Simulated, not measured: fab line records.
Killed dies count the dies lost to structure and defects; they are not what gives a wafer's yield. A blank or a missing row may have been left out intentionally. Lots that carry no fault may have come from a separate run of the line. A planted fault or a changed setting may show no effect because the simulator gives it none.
Which tool did it? | flow n5 finfet | Sampling: 10 lots, 30 wafers, 4 of 1938 route steps

WHAT THE GAUGES SHOWED, per wafer
N5_BEOL_M10_INSPECT_58: inspects for defects (darkfield).
lot  | measured     | on                | raw defect count
L524 | day 11 00:43 | defect inspect-02 | 67 64 76
L525 | day 11 05:07 | defect inspect-02 | 138 107 92
L530 | day 12 02:08 | defect inspect-01 | 1381 123 94
L531 | day 12 20:54 | defect inspect-01 | 83 60 42
L537 | day 14 06:15 | defect inspect-02 | 54 60 53
L543 | day 15 10:20 | defect inspect-02 | 136 97 66
L544 | day 15 21:21 | defect inspect-01 | 36 43 22
L545 | day 16 06:40 | defect inspect-02 | 93 60 132
L547 | day 16 22:50 | defect inspect-02 | 57 63 50
L546 | day 17 02:23 | defect inspect-01 | 85 57 48

TOOL THAT RAN EACH LOT (tool first, then ch and the chambers of the sampled wafers, then the start)
lot  | N5_BEOL_M10_CURE_72           | N5_BEOL_M10_PRE_CLEAN_45     | N5_BEOL_M10_CMP_52
L524 | uv cure-02 ch 0, day 10 22:38 | pvd sputter-01, day 10 23:02 | cmp-02 ch 1,2,3, day 11 00:16
L525 | uv cure-03 ch 0, day 10 23:07 | pvd sputter-01, day 10 23:35 | cmp-03 ch 1,2,3, day 11 04:42
L530 | uv cure-03 ch 0, day 11 21:15 | pvd sputter-02, day 11 21:38 | cmp-01 ch 0,2,3, day 12 01:41
L531 | uv cure-01 ch 0, day 12 18:26 | pvd sputter-01, day 12 18:46 | cmp-03 ch 1,2,3, day 12 20:31
L537 | uv cure-03 ch 0, day 14 03:46 | pvd sputter-03, day 14 04:20 | cmp-02 ch 0,1,3, day 14 05:50
L543 | uv cure-02 ch 2, day 15 06:54 | pvd sputter-03, day 15 07:40 | cmp-01 ch 0,1,3, day 15 09:55
L544 | uv cure-01 ch 0, day 15 18:36 | pvd sputter-02, day 15 18:57 | cmp-02 ch 0,3, day 15 20:56
L545 | uv cure-03 ch 0, day 16 03:53 | pvd sputter-01, day 16 04:55 | cmp-01 ch 0,1,2, day 16 06:19
L547 | uv cure-01 ch 1, day 16 20:00 | pvd sputter-03, day 16 20:34 | cmp-01 ch 0,1, day 16 22:23
L546 | uv cure-02 ch 2, day 17 00:07 | pvd sputter-02, day 17 00:47 | cmp-01 ch 1,2,3, day 17 01:55
- N5_BEOL_M10_CURE_72: cures SiCOH lowk, time 120 s.
- N5_BEOL_M10_PRE_CLEAN_45: time 30 s.
- N5_BEOL_M10_CMP_52: polishes, stops on SiCOH lowk, t overpolish 7 s, target thk 140 nm.

THE ANSWER, worked out from the rows above alone
Rule: the lots themselves supply what counts as usual. The widest of any qualifying gaps counts: lots, ordered by their means at a reading, are off when they make up no more than a third of the lots, leave a main group of 4 or more, and stand apart from it by 3 or more times the standard deviation of that group's means. If all means in a main group match to the digits the tables above print for the reading, that group is not used. Also off: a lot with no number at a reading for which 4 or more lots have one. All remaining lots with rows at the step are treated as sound.
Off: L530, at N5_BEOL_M10_INSPECT_58 (raw defect count). For the main group the mean is 72 and the standard deviation 24.
A tool fits if, at a process step before that reading, it ran every lot that is off, and no sound lot after the first of them. The gauges at N5_BEOL_M10_INSPECT_58 are tried like those tools. No candidate that was tried fits.

WHAT THE SIMULATOR HAD PUT IN
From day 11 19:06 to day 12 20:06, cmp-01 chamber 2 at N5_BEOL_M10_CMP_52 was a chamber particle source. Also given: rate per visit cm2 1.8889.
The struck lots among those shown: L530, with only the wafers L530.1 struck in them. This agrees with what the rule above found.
